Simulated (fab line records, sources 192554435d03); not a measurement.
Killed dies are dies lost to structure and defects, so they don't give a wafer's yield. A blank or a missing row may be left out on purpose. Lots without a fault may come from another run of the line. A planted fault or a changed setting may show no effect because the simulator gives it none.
Split-lot experiment | flow n5_finfet | 7 lots, 21 wafers read, on a route of 1938 steps

THE SPLIT
At N5_MIM_TOP_ETCH_PECVD_03 (deposits SiNx from SiH4/NH3/N2, target thk 20 nm, time 17.6 s), the setting time_s was moved away from the recipe's 17.6 s on 5 of the 21 wafers read, by +10.5% to +14.3%. The other wafers ran this setting at the recipe's value.

The reading is taken at the split's own step.

THE READING
SiNx_of_MIM_TOP_ETCH_PECVD_03.thk_nm (the simulator's own value, which no gauge read), in nm, at N5_MIM_TOP_ETCH_PECVD_03 (deposits SiNx from SiH4/NH3/N2, target thk 20 nm, time 17.6 s). The file gives no usual value for it. The 16 wafers here that ran the recipe average 20.0 nm, standard deviation 0.26 nm.

wafer  | tool, chamber at the split | time_s as run, s | against the recipe | SiNx_of_MIM_TOP_ETCH_PECVD_03.thk_nm, nm | against lot-mates on the recipe
L074.1 | pecvd-03, 0                | 17.6             | recipe             | 19.6                                     | -
L074.4 | pecvd-03, 0                | 17.6             | recipe             | 20.2                                     | -
L074.5 | pecvd-03, 2                | 17.6             | recipe             | 20.4                                     | -
L077.1 | pecvd-03, 2                | 20.12            | +14.3%             | 22.8                                     | +3.0
L077.3 | pecvd-03, 2                | 20.12            | +14.3%             | 23.4                                     | +3.6
L077.4 | pecvd-03, 0                | 17.6             | recipe             | 19.8                                     | -
L079.1 | pecvd-01, 2,0              | 17.6             | recipe             | 20                                       | -
L079.3 | pecvd-01, 2,0              | 17.6             | recipe             | 20                                       | -
L079.2 | pecvd-01, 1                | 17.6             | recipe             | 20.2                                     | -
L084.1 | pecvd-04, 0                | 17.6             | recipe             | 19.8                                     | -
L084.3 | pecvd-04, 1                | 17.6             | recipe             | 20                                       | -
L084.6 | pecvd-04, 1                | 17.6             | recipe             | 20.4                                     | -
L085.2 | pecvd-04, 1                | 17.6             | recipe             | 20.2                                     | -
L085.4 | pecvd-04, 1                | 17.6             | recipe             | 20.4                                     | -
L085.5 | pecvd-04, 2                | 20.09            | +14.1%             | 22.8                                     | +2.5
L088.1 | pecvd-03, 0                | 17.6             | recipe             | 19.8                                     | -
L088.4 | pecvd-03, 0                | 17.6             | recipe             | 20                                       | -
L088.5 | pecvd-03, 1                | 17.6             | recipe             | 20.2                                     | -
L096.1 | pecvd-03, 0                | 17.6             | recipe             | 19.6                                     | -
L096.3 | pecvd-03, 1                | 19.44            | +10.5%             | 22                                       | +2.4
L096.6 | pecvd-03, 0                | 19.44            | +10.5%             | 22.2                                     | +2.6
Where a row lists several chambers, the file gives one row for several wafers and doesn't say which wafer went through which chamber.

THE FIT
A straight line over all 21 wafers: SiNx_of_MIM_TOP_ETCH_PECVD_03.thk_nm changes by +0.205 nm for each +1% of time_s; r = +0.98; the points scatter about the line by 0.26 nm.
The same after taking each lot's own level away (the mean of its wafers on the recipe; 21 wafers): +0.219 nm for each +1%; r = +0.98; scatter 0.27 nm.
On that fit, the largest move of time_s shifts the reading by 3.1 nm.
The lots' own levels span 19.60 to 20.30 nm, that is 2.7 times the standard deviation above.
So the lot-to-lot level changes the slope little: the two slopes agree.
Check: with one of the wafers moved furthest among these (+14.3%) left out of the fit, the line predicts +3.19 nm for it against its lot-mates. It came out at +3 nm against them.

OTHER SPLITS ON THESE WAFERS
These wafers also went through other splits before the reading. Each is held against what the fit with the lots' levels taken away leaves over:
other split on the same wafers | wafers away from the commonest value | r with SiNx_of_MIM_TOP_ETCH_PECVD_03.thk_nm (lot level and that fit taken away)
N5_BEOL_M13_COAT_04 spin_rpm   | 8                                    | +0.39
N5_BEOL_M13_EXPOSE_07 dose_mj  | 7                                    | +0.09
N5_BEOL_M15_ILD_DEP_00 time_s  | 5                                    | -0.06
N5_BEOL_M15_EXPOSE_07 dose_mj  | 7                                    | -0.02
N5_MIM_BOT_SPUTTER_00 time_s   | 4                                    | -0.10

THE FILE'S OWN FIT
SiNx_of_MIM_TOP_ETCH_PECVD_03.thk_nm changes by +0.211 nm for each +1% of time_s, r = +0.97.
